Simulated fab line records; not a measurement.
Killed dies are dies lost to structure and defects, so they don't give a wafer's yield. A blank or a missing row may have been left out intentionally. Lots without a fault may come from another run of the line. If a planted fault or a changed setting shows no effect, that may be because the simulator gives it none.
Which tool was responsible? ; flow nand_harc ; 72 wafers from 24 lots sampled at 6 of the route's 1159 steps

== WHAT THE GAUGES READ, wafer by wafer ==
The record holds no reading of a measuring or inspecting step that can be judged against a usual standard deviation.

== EACH LOT AND THE TOOL THAT RAN IT (in order: tool; ch and the chambers of the sampled wafers; start) ==
lot;NHARC_A_CONTACT_ETCH_119;NHARC_A_CONTACT_ETCH_77;NHARC_A_CONTACT_ETCH_124;NHARC_A_CONTACT_ETCH_128;NHARC_A_CONTACT_STRIP_82;NHARC_A_CONTACT_ETCH_30
L077;har_cap_etch-02 ch 0,1, day 16 10:37;rie_diel-01 ch 0,2,3, day 17 02:18 or earlier;har_cap_etch-01 ch 0,1, day 17 02:18;har_cap_etch-01 ch 0,1, day 17 02:55;rie_diel-01 ch 0,1,3, no start;rie_diel-13 ch 1,2,3, no start
L075;har_cap_etch-01 ch 0,1, day 16 11:43;rie_diel-13 ch 0,3, day 17 04:57 or earlier;har_cap_etch-02 ch 0,1, day 17 04:57;har_cap_etch-02 ch 0,1, day 17 05:44;rie_diel-13 ch 2,3, no start;rie_diel-13 ch 1,3, no start
L074;har_cap_etch-03 ch 0,1, day 16 16:02;rie_diel-01 ch 0,1,3, day 17 06:26 or earlier;har_cap_etch-03 ch 0,1, day 17 06:26;har_cap_etch-03 ch 0,1, day 17 07:02;rie_diel-13 ch 0,1,2, no start;rie_diel-01 ch 1,2,3, no start
L079;har_cap_etch-01 ch 0,1, day 16 17:47;rie_diel-03 ch 0,3, day 17 06:55 or earlier;har_cap_etch-01 ch 0,1, day 17 06:55;har_cap_etch-01 ch 0,1, day 17 07:32;rie_diel-13 ch 0,1, no start;rie_diel-13 ch 1,3, no start
L078;har_cap_etch-02 ch 1, day 17 03:55;rie_diel-13 ch 0,2,3, day 17 12:01 or earlier;har_cap_etch-01 ch 0, day 17 12:01;har_cap_etch-01 ch 0, day 17 12:38;rie_diel-13 ch 1,3, no start;rie_diel-03 ch 1,2,3, no start
L076;har_cap_etch-03 ch 0,1, day 17 04:11;rie_diel-01 ch 1,3, day 17 13:09 or earlier;har_cap_etch-03 ch 0,1, day 17 13:09;har_cap_etch-03 ch 0,1, day 17 13:47;rie_diel-01 ch 1,2,3, no start;rie_diel-13 ch 1,3, no start
L080;har_cap_etch-02 ch 0,1, day 18 01:44;rie_diel-01 ch 0,2,3, day 18 07:40 or earlier;har_cap_etch-03 ch 0,1, day 18 07:40;har_cap_etch-03 ch 0,1, day 18 08:17;rie_diel-13 ch 0,2,3, no start;rie_diel-13 ch 0,1,3, no start
L084;har_cap_etch-01 ch 0,1, day 18 14:20;rie_diel-13 ch 1,2,3, day 18 20:29 or earlier;har_cap_etch-02 ch 0,1, day 18 20:29;har_cap_etch-02 ch 0,1, day 18 21:06;rie_diel-13 ch 1,2,3, no start;rie_diel-03 ch 1,2, no start
L082;har_cap_etch-03 ch 0,1, day 18 18:50;rie_diel-01 ch 0,2,3, day 19 01:26 or earlier;har_cap_etch-02 ch 1, day 19 01:26;har_cap_etch-02 ch 1, day 19 02:04;rie_diel-01 ch 0,1,3, no start;rie_diel-01 ch 0,3, no start
L081;har_cap_etch-01 ch 0,1, day 18 23:40;rie_diel-13 ch 0,3, day 19 08:29 or earlier;har_cap_etch-03 ch 0,1, day 19 08:29;har_cap_etch-03 ch 0,1, day 19 09:06;rie_diel-03 ch 1,2, no start;rie_diel-13 ch 0,2,3, no start
L083;har_cap_etch-03 ch 0,1, day 19 01:56;rie_diel-13 ch 1,2,3, day 19 10:37 or earlier;har_cap_etch-02 ch 0,1, day 19 10:37;har_cap_etch-02 ch 0,1, day 19 11:13;rie_diel-03 ch 0,2,3, no start;rie_diel-13 ch 2,3, no start
L089;har_cap_etch-03 ch 0,1, day 19 13:17;rie_diel-13 ch 0,1,3, day 19 20:32 or earlier;har_cap_etch-03 ch 0,1, day 19 20:32;har_cap_etch-03 ch 0,1, day 19 21:09;rie_diel-03 ch 0,2, no start;rie_diel-01 ch 0,3, no start
L086;har_cap_etch-01 ch 0,1, day 19 13:35;rie_diel-01 ch 0,2, day 19 19:50 or earlier;har_cap_etch-01 ch 0,1, day 19 19:50;har_cap_etch-01 ch 0,1, day 19 20:28;rie_diel-03 ch 0,1,3, no start;rie_diel-03 ch 0,2,3, no start
L087;har_cap_etch-03 ch 0,1, day 19 18:28;rie_diel-03 ch 0,3, day 20 00:57 or earlier;har_cap_etch-01 ch 0,1, day 20 00:57;har_cap_etch-01 ch 0,1, day 20 01:33;rie_diel-03 ch 2,3, no start;rie_diel-13 ch 0,1, no start
L085;har_cap_etch-02 ch 0,1, day 19 19:01;rie_diel-01 ch 0,2, day 20 01:31 or earlier;har_cap_etch-03 ch 0,1, day 20 01:31;har_cap_etch-03 ch 0,1, day 20 02:08;rie_diel-01 ch 0,2,3, no start;rie_diel-13 ch 0,2,3, no start
L088;har_cap_etch-02 ch 0,1, day 20 00:14;rie_diel-03 ch 0,1,2, day 20 07:17 or earlier;har_cap_etch-01 ch 0, day 20 07:17;har_cap_etch-01 ch 0, day 20 07:54;rie_diel-03 ch 0,2,3, no start;rie_diel-13 ch 0,1,2, no start
L090;har_cap_etch-03 ch 0,1, day 20 06:48;rie_diel-13 ch 1,2,3, day 20 13:10 or earlier;har_cap_etch-02 ch 0,1, day 20 13:10;har_cap_etch-02 ch 0,1, day 20 13:47;rie_diel-01 ch 0,2,3, no start;rie_diel-13 ch 1,2, no start
L091;har_cap_etch-02 ch 0,1, day 20 07:49;rie_diel-13 ch 0,1,2, day 20 14:53 or earlier;har_cap_etch-01 ch 0,1, day 20 14:53;har_cap_etch-01 ch 0,1, day 20 15:29;rie_diel-13 ch 0,1,3, no start;rie_diel-03 ch 0,2,3, no start
L092;har_cap_etch-03 ch 0,1, day 21 10:07;rie_diel-03 ch 0,2,3, day 21 16:14 or earlier;har_cap_etch-03 ch 0,1, day 21 16:14;har_cap_etch-03 ch 0,1, day 21 16:50;rie_diel-13 ch 0,3, no start;rie_diel-03 ch 1,2, no start
L094;har_cap_etch-02 ch 0,1, day 21 12:23;rie_diel-13 ch 0,1,3, day 21 19:02 or earlier;har_cap_etch-02 ch 0,1, day 21 19:02;har_cap_etch-02 ch 0,1, day 21 19:39;rie_diel-13 ch 1,2,3, no start;rie_diel-13 ch 1,2,3, no start
L093;har_cap_etch-01 ch 0,1, day 21 16:47;rie_diel-13 ch 1,2,3, day 21 23:08 or earlier;har_cap_etch-03 ch 0,1, day 21 23:08;har_cap_etch-03 ch 0,1, day 21 23:44;rie_diel-03 ch 0,1, no start;rie_diel-13 ch 0,2,3, no start
L096;har_cap_etch-02 ch 0,1, day 22 01:15;rie_diel-13 ch 0,1,2, day 22 07:46 or earlier;har_cap_etch-03 ch 0,1, day 22 07:46;har_cap_etch-03 ch 0,1, day 22 08:24;rie_diel-13 ch 0,1,2, no start;rie_diel-01 ch 1,2,3, no start
L095;har_cap_etch-03 ch 0,1, day 22 01:58;rie_diel-01 ch 0,3, day 22 08:24 or earlier;har_cap_etch-02 ch 0,1, day 22 08:24;har_cap_etch-02 ch 0,1, day 22 09:02;rie_diel-13 ch 1,2, no start;rie_diel-13 ch 0,1,2, no start
L097;har_cap_etch-02 ch 0, day 22 20:12;rie_diel-01 ch 0,3, day 23 02:10 or earlier;har_cap_etch-03 ch 0, day 23 02:10;har_cap_etch-03 ch 0, day 23 02:47;rie_diel-03 ch 0,1,3, no start;rie_diel-13 ch 0,2, no start
- NHARC_A_CONTACT_ETCH_119: etches the open film in C4F8/O2/Ar, time 94 s, target depth 922 nm.
- NHARC_A_CONTACT_ETCH_77: etches the open film in CF4/CHF3, target depth 72.6 nm, time 36.3 s.
- NHARC_A_CONTACT_ETCH_124: etches the open film in C4F8/O2/Ar, time 140 s, target depth 700 nm.
- NHARC_A_CONTACT_ETCH_128: etches the open film in C4F8/O2/Ar, time 155 s, target depth 956 nm.
- NHARC_A_CONTACT_STRIP_82: strips in O2.
- NHARC_A_CONTACT_ETCH_30: etches the open film in CF4/CHF3, target depth 60.5 nm, time 30.2 s.

== WHAT THE TOOLS THEMSELVES READ (means of the sampled wafers that have a number; where no wafer has one, the mark that the record gives instead) ==
NHARC_A_CONTACT_ETCH_77.
lot;tool;drypump_motor_current_A (A);oes_product_au (a.u.);rf_vpp_V (V);showerhead_plenum_p_Torr (Torr);throttle_valve_pct (%)
L077;rie_diel-01;5.7;0.918;373.9;1.66;16.803
L075;rie_diel-13;5.7;0.975;367.9;1.49;16.801
L074;rie_diel-01;5.3;0.945;373.8;1.67;16.813
L079;rie_diel-03;5.6;0.917;370.6;1.57;16.794
L078;rie_diel-13;5.6;0.913;367.5;1.47;16.809
L076;rie_diel-01;5.2;0.950;372.8;1.66;16.801
L080;rie_diel-01;5.7;0.909;373.6;1.66;16.806
L084;rie_diel-13;5.5;0.923;368.5;1.52;16.797
L082;rie_diel-01;5.7;0.911;373.5;1.66;16.797
L081;rie_diel-13;5.7;0.923;367.4;1.48;16.799
L083;rie_diel-13;5.5;0.919;369.5;1.52;16.804
L089;rie_diel-13;5.6;0.953;369.3;1.53;16.803
L086;rie_diel-01;6.1;0.904;372.9;1.66;16.798
L087;rie_diel-03;5.6;0.966;370.6;1.56;16.798
L085;rie_diel-01;6.1;0.904;373.9;1.66;16.799
L088;rie_diel-03;5.6;0.932;370.3;1.57;16.811
L090;rie_diel-13;5.5;0.913;373.4;1.68;16.802
L091;rie_diel-13;5.9;0.920;371.9;1.61;16.805
L092;rie_diel-03;5.6;0.960;370.6;1.57;16.807
L094;rie_diel-13;5.6;0.918;371.9;1.61;16.801
L093;rie_diel-13;5.5;0.914;373.4;1.68;16.817
L096;rie_diel-13;5.9;0.916;370.9;1.61;16.810
L095;rie_diel-01;5.3;0.965;372.7;1.64;16.814
L097;rie_diel-01;5.3;0.921;372.5;1.64;16.808

NHARC_A_CONTACT_STRIP_82.
lot;tool;drypump_motor_current_A (A);oes_product_au (a.u.);rf_vpp_V (V);showerhead_plenum_p_Torr (Torr);throttle_valve_pct (%)
L077;rie_diel-01;5.4;0.992;58.6;3.74;17.039
L075;rie_diel-13;5.1;0.990;57.2;3.27;17.031
L074;rie_diel-13;5.9;1.009;57.1;3.44;17.030
L079;rie_diel-13;6.0;0.994;58.0;3.57;17.033
L078;rie_diel-13;5.5;0.995;57.7;3.54;17.039
L076;rie_diel-01;5.5;0.986;58.8;3.71;17.036
L080;rie_diel-13;5.6;0.989;57.2;3.31;17.028
L084;rie_diel-13;5.5;1.004;57.1;3.40;17.029
L082;rie_diel-01;5.4;0.987;58.6;3.73;17.033
L081;rie_diel-03;5.6;1.010;57.8;3.46;17.036
L083;rie_diel-03;5.6;1.002;56.9;3.54;17.037
L089;rie_diel-03;5.6;1.002;57.5;3.58;17.035
L086;rie_diel-03;5.7;1.003;58.5;3.48;17.048
L087;rie_diel-03;5.6;1.009;58.0;3.50;17.047
L085;rie_diel-01;5.7;0.976;57.9;3.70;17.036
L088;rie_diel-03;5.6;1.014;58.5;3.53;17.037
L090;rie_diel-01;5.8;0.972;58.7;3.70;17.044
L091;rie_diel-13;5.6;0.997;57.5;3.62;17.039
L092;rie_diel-13;5.2;0.995;58.6;3.66;17.033
L094;rie_diel-13;5.5;0.984;59.3;3.75;17.042
L093;rie_diel-03;5.7;1.008;56.9;3.45;17.038
L096;rie_diel-13;5.9;0.997;58.2;3.61;17.035
L095;rie_diel-13;5.8;0.980;58.1;3.75;17.032
L097;rie_diel-03;5.6;1.014;57.5;3.46;17.028

NHARC_A_CONTACT_ETCH_30.
lot;tool;drypump_motor_current_A (A);oes_product_au (a.u.);rf_vpp_V (V);showerhead_plenum_p_Torr (Torr);throttle_valve_pct (%)
L077;rie_diel-13;5.5;0.921;368.9;1.52;16.803
L075;rie_diel-13;5.2;0.926;367.8;1.51;16.816
L074;rie_diel-01;5.5;0.907;373.7;1.65;16.795
L079;rie_diel-13;5.2;0.927;368.6;1.51;16.801
L078;rie_diel-03;5.6;0.975;369.3;1.56;16.799
L076;rie_diel-13;5.5;0.926;370.2;1.58;16.812
L080;rie_diel-13;5.6;0.917;368.8;1.53;16.809
L084;rie_diel-03;5.6;0.940;369.1;1.55;16.791
L082;rie_diel-01;5.5;0.920;373.2;1.67;16.801
L081;rie_diel-13;5.6;0.908;366.7;1.47;16.802
L083;rie_diel-13;5.5;0.921;367.5;1.46;16.803
L089;rie_diel-01;5.3;0.904;373.6;1.65;16.804
L086;rie_diel-03;5.6;0.930;370.3;1.58;16.807
L087;rie_diel-13;6.0;0.960;370.1;1.55;16.805
L085;rie_diel-13;5.6;0.963;372.4;1.63;16.807
L088;rie_diel-13;5.9;0.956;371.9;1.61;16.795
L090;rie_diel-13;5.9;0.916;373.8;1.66;16.799
L091;rie_diel-03;5.6;0.932;370.5;1.58;16.806
L092;rie_diel-03;5.6;0.938;368.7;1.54;16.803
L094;rie_diel-13;5.5;0.912;373.7;1.68;16.804
L093;rie_diel-13;5.5;0.918;372.9;1.63;16.800
L096;rie_diel-01;5.5;0.960;372.6;1.64;16.794
L095;rie_diel-13;5.9;0.920;371.8;1.61;16.796
L097;rie_diel-13;6.0;0.926;369.5;1.57;16.812

== THE ANSWER, worked out from the rows above alone ==
Rule: usual is defined by the lots themselves. The widest of any qualifying gaps counts: lots, ordered by their means at a reading, are off when they make up no more than a third of the lots, leave a main group of 4 or more, and stand apart from it by 3 or more times the standard deviation of that group's means. If all means in a main group match to the digits the tables above print for the reading, that group is not used. Also off: a lot with no number at a reading for which 4 or more lots have one. Any other lot the step has rows for is counted as sound. Order of review: gauges by route order, followed by the tools' own readings, for which a lot's mean as printed above is used. At the first step where some lot is off, the reading lying furthest off is the one used; lots without a number count as furthest.
No lot is off at any reading shown: from this, nothing can be told.

== WHAT HAD BEEN PUT IN BY THE SIMULATOR ==
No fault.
